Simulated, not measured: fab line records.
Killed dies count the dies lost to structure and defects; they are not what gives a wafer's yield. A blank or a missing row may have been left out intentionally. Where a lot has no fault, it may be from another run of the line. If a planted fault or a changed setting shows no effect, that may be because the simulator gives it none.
A lot that was struck, set against a sound lot ; flow n5_finfet ; 14 out of 1938 route steps
Sound: these wafers, L363.1, L363.3, L363.4. Struck: wafers L369.3, L369.4, L369.6. The cause is named last.
At each step with rows: each side's tool, then ch and its chambers, then its first start. Under that, the readings that differ: sound wafers ; struck wafers ; difference of the means ; sigmas: that difference in standard deviations of wafers without a fault.
alike: same words and numbers on both sides, and readings whose means sit less than 2 such deviations apart. not compared: any withheld reading, any reading some wafer has no value for, any bound like >300 that may hide the same value, and any number with overlapping values for which the record gives no deviation.
A row with sigmas, a row that says differs or no value, or rows on one side alone: a step with any of these is where the two part. Numbers that don't overlap but have no deviation are shown without sigmas and don't part them. A reading missing from all wafers of one side parts the sides only when that side holds two or more wafers.

N5_BEOL_M14_CMP_49: polishes, stops on SiO2, t overpolish 5.2 s, target thk 560 nm.
  sound on cmp-04 ch 0,2,3, day 13 15:19; struck on cmp-03 ch 0,1, day 14 21:29
  alike: barrier_field_endpoint_s, clearing_platen_down_force_psi, motor_current_A, overpolish_run_s, time_to_endpoint_s
N5_BEOL_M14_THK_MEAS_50: measures by xrf.
  struck on film_metro-01, day 14 21:47; sound on film_metro-02, day 13 15:36
  alike: M14_THK
then, 1 step without rows for these wafers: N5_BEOL_M14_PRE_CLEAN_52 (time 15 s).
N5_BEOL_M14_DEP_53: deposits SiCN from 3MS/NH3, target thk 50 nm, time 17.8 s.
  sound on pecvd-04 ch 0,1,2, day 13 15:40; struck on pecvd-03 ch 1,2, day 14 21:51
  alike: showerhead_plenum_p_Torr, throttle_valve_pct
N5_BEOL_M14_RS_MEAS_54: measurement is done with a four-point probe.
  struck on film_metro-01, day 14 21:55; sound on film_metro-02, day 13 15:44
  alike: M14_RS
N5_BEOL_M14_INSPECT_55: inspects for defects (darkfield).
  struck on defect_inspect-01, day 14 21:56; sound on defect_inspect-02, day 13 15:46
  alike: raw_defect_count
N5_BEOL_M15_ILD_DEP_00: deposits SiO2 from TEOS/O2, target thk 1629.3 nm, time 346.1 s.
  sound on pecvd-01 ch 0,1,2, day 13 15:48; struck on pecvd-04 ch 0,2, day 14 21:59
  alike: heater_power_w, showerhead_plenum_p_Torr, throttle_valve_pct
N5_BEOL_M15_THK_MEAS_01:
  struck on film_metro-02, day 14 22:14; sound on film_metro-02, day 13 16:03
reading;sound;struck;difference;sigmas
M15_ILD_THK (nm);1591 1597 1620;1622 1673 1643;+43;+2
then, 4 steps without rows for these wafers: N5_BEOL_M15_COAT_58 (time 60 s, resist thk 89 nm); N5_BEOL_M15_COAT_04 (resist thk 800 nm); N5_BEOL_M15_EBR_06; N5_BEOL_M15_SOFTBAKE_05 (time 60 s).
N5_BEOL_M15_EXPOSE_07: exposes mask V14.
  sound on krf_scanner-01 ch 0, day 13 16:23; struck on krf_scanner-02, day 14 22:22
  no value came back on the struck wafers for exposure_dose_mJ_cm2, focus_offset_nm (nm); on the sound wafers exposure_dose_mJ_cm2 reads 41.23 41.23 41.22
  alike: mask
then, 1 step without rows for these wafers: N5_BEOL_M15_PEB_08 (peb time 90 s).

WHERE THEY PART
Last at N5_BEOL_M15_EXPOSE_07 as far as this record goes, first at N5_BEOL_M15_THK_MEAS_01.

WHY: what the simulator had put in
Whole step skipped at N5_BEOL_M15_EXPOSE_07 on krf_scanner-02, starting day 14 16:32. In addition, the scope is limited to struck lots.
